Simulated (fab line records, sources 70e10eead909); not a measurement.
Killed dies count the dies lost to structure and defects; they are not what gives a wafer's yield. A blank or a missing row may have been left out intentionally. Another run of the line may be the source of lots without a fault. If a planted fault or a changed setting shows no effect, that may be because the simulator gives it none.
Shared-tool check	flow nand_harc	Sample size 13 lots and 39 wafers

THE REASON FOR OPENING IT
On 2 of the 13 lots, a flag is raised at NHARC_END_SORT_01 on the reading killed_at_periphery. Wafers without a fault read 4, standard deviation 3.1.
Rule: a lot is flagged in two cases, either no wafer of it has a number, or all its wafers with numbers fall more than 4 standard deviations from that mean. The rest of the lots are taken to be sound.

lot	measured	on	killed_at_periphery, wafer by wafer	flag
L552	day 25 18:04	prober-02	13 7 5	
L555	day 26 03:28	prober-01	2 1 7	
L554	day 26 04:16	prober-02	3 2 1	
L556	day 26 13:55	prober-01	6 2 3	
L559	day 27 10:04	prober-01	4 1 1	
L558	day 27 10:08	prober-02	0 1 1	
L561	day 28 00:00	prober-01	13 4 15	
L560	day 28 09:01	prober-02	0 1 2	
L562	day 29 02:30	prober-01	2 4 4	
L563	day 29 16:34	prober-01	4 4 11	
L567	day 31 02:40	prober-02	625 597 598	FLAGGED
L565	day 31 04:09	prober-01	3 6 3	
L566	day 31 12:00	prober-01	623 639 635	FLAGGED
The numbers of the flagged lots are 620 on average: +616 against the usual, or +99 or more standard deviations.

EACH LOT AND THE TOOL IT RAN ON
The record holds 2 process steps before the reading, out of a route of 1302 steps. Cell contents, in order: the tool; ch with the chambers the sampled wafers went through; the start.
lot	flag	NHARC_P_ZERO_WELL_STRIP_15	NHARC_P_ZERO_WELL_DESCUM_54
L552		wet_bench-02 ch 3,6,7, day 1 21:50	rie_diel-01 ch 0,1,2, day 2 02:07
L555		wet_bench-03 ch 0,6,7, day 3 03:49	rie_diel-06 ch 0,1,2, day 3 07:58
L554		wet_bench-02 ch 1,5,7, day 2 20:31	rie_diel-13 ch 0,2,3, day 3 00:37
L556		wet_bench-02 ch 2,3,4, day 3 13:53	rie_diel-01 ch 0,1,3, day 3 17:55
L559		wet_bench-02 ch 3,6,7, day 4 19:54	rie_diel-13 ch 0,1,3, day 5 00:14
L558		wet_bench-02 ch 0,1,2, day 4 09:52	rie_diel-06 ch 0,1,3, day 4 13:56
L561		wet_bench-02 ch 0,2,6, day 5 15:47	rie_diel-13 ch 0,2, day 5 22:07
L560		wet_bench-06 ch 1,3,7, day 5 05:41	rie_diel-01 ch 0,2, day 5 09:49
L562		wet_bench-02 ch 1,3,5, day 6 01:48	rie_diel-01 ch 1,2,3, day 6 05:41
L563		wet_bench-03 ch 1,3,4, day 6 11:50	rie_diel-01 ch 0,1,2, day 6 16:04
L567	FLAGGED	wet_bench-03 ch 0,1,7, day 8 03:50	rie_diel-13 ch 0,2,3, day 8 07:55
L565		wet_bench-02 ch 0,5,6, day 7 07:50	rie_diel-01 ch 0,1,3, day 7 12:05
L566	FLAGGED	wet_bench-02 ch 3,6,7, day 7 17:50	rie_diel-06 ch 0,2,3, day 7 22:03
These steps, and what they do:
- NHARC_P_ZERO_WELL_STRIP_15: strips in SPM, time 900 s.
- NHARC_P_ZERO_WELL_DESCUM_54: chemistry O2, time 3 s.
- NHARC_END_SORT_01

FLAGGED OVER TOTAL, TOOL BY TOOL (the gauges that took the reading come last)
step	tool	lots run	flagged	share of the flagged lots	sound lots run after its first flagged lot
NHARC_P_ZERO_WELL_STRIP_15	wet_bench-02	9	1	some	0
NHARC_P_ZERO_WELL_STRIP_15	wet_bench-03	3	1	some	0
NHARC_P_ZERO_WELL_STRIP_15	wet_bench-06	1	0	none	-
NHARC_P_ZERO_WELL_DESCUM_54	rie_diel-01	6	0	none	-
NHARC_P_ZERO_WELL_DESCUM_54	rie_diel-06	3	1	some	0
NHARC_P_ZERO_WELL_DESCUM_54	rie_diel-13	4	1	some	0
NHARC_END_SORT_01	prober-01	8	1	some	0
NHARC_END_SORT_01	prober-02	5	1	some	0

WHAT THE TABLE ALLOWS
No row of the table ran every flagged lot.

WHAT THE SIMULATOR HAD INSERTED
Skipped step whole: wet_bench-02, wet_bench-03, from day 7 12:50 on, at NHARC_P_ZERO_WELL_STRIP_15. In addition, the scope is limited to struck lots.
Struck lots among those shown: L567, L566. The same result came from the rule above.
